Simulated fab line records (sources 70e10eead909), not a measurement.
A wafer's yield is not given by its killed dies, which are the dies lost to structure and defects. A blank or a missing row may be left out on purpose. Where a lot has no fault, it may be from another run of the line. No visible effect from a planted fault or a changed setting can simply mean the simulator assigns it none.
2 desks, one fault	flow nand harc	each desk holds nothing but its own numbers, with what lay behind them at the end

## METROLOGY DESK
Means of the sampled wafers that have a number, per lot and without regard to the tool the lot ran on: this is what the gauges read. If a lot's mean is further than 4 standard deviations from the usual mean, the lot is out of limits and carries the mark OUT (the distance appears in the brackets).
Columns: A = cd nm at NHARC_A_CONTACT_CD_MEAS_08, usual 99.9 nm
lot	first seen here	A
L341	day 16 23:07	100.5
L340	day 17 00:31	99.4
L345	day 17 10:32	100.1
L342	day 17 11:47	99.9
L343	day 17 16:17	100.1
L346	day 18 06:50	100.0
L347	day 18 14:50	99.3
L344	day 18 15:46	100.2
L350	day 20 09:13	99.7
L357	day 21 08:40	99.4
L359	day 21 17:19	99.5
This desk's finding: nothing out of limits on any of the 11 lots.

## FOR THE TOOL OWNER'S DESK: rie diel-07
The tool's own readings at NHARC_A_CONTACT_ETCH_89 (etches the open film in N2/H2, target depth 260 nm, time 475.3 s): means of the sampled wafers that have a number, for each lot that ran on this tool. If a lot's mean is further than 4 standard deviations from the usual mean, the lot is out of limits and carries the mark OUT (the distance appears in the brackets).
Columns: A = drypump motor current A at NHARC_A_CONTACT_ETCH_89, usual 5.7 A; B = oes product au at NHARC_A_CONTACT_ETCH_89, usual 1.001 a.u.; C = rf vpp V at NHARC_A_CONTACT_ETCH_89, usual 431.0 V; D = run length s at NHARC_A_CONTACT_ETCH_89, usual 496.6 s; E = showerhead plenum p Torr at NHARC_A_CONTACT_ETCH_89, usual 2.05 Torr; F = throttle valve pct at NHARC_A_CONTACT_ETCH_89, usual 14.171 %
lot	first seen here	A	B	C	D	E	F
L341	day 16 23:31	5.5	0.999	430.5	496.4	2.03	14.156
L343	day 17 16:39	5.5	0.997	430.1	496.4	2.01	14.181
L347	day 18 15:17	6.4	0.994	433.5	496.9	2.15	14.173
L350	day 20 09:34	5.5	1.002	430.5	496.5	2.01	14.168
L357	day 21 09:05	6.0	0.999	431.0	457.8 (-99 or more) OUT	2.07	14.176
L359	day 21 17:49	6.0	1.004	431.5	457.8 (-99 or more) OUT	2.07	14.164
This desk's verdict: out of limits on L357, L359, starting with L357 at day 21 09:05 (run length s at NHARC_A_CONTACT_ETCH_89). In limits: L341, L343, L347, L350.

## TAKEN TOGETHER
At day 21 09:05, on L357, L359, the tool owner's desk was in a position to raise an alarm.
The metrology desk saw nothing out of limits.
The metrology desk has L357, L359 on record, within its limits.
Of the lots named, all ran NHARC_A_CONTACT_ETCH_89 on rie diel-07.

## WHAT THE SIMULATOR PUT IN
rie diel-07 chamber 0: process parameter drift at NHARC_A_CONTACT_ETCH_89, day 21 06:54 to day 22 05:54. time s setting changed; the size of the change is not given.
Shown lots that were struck: L357, L359.
Hours from the fault's start to each desk's first reading out of limits: the tool owner's desk, 2.
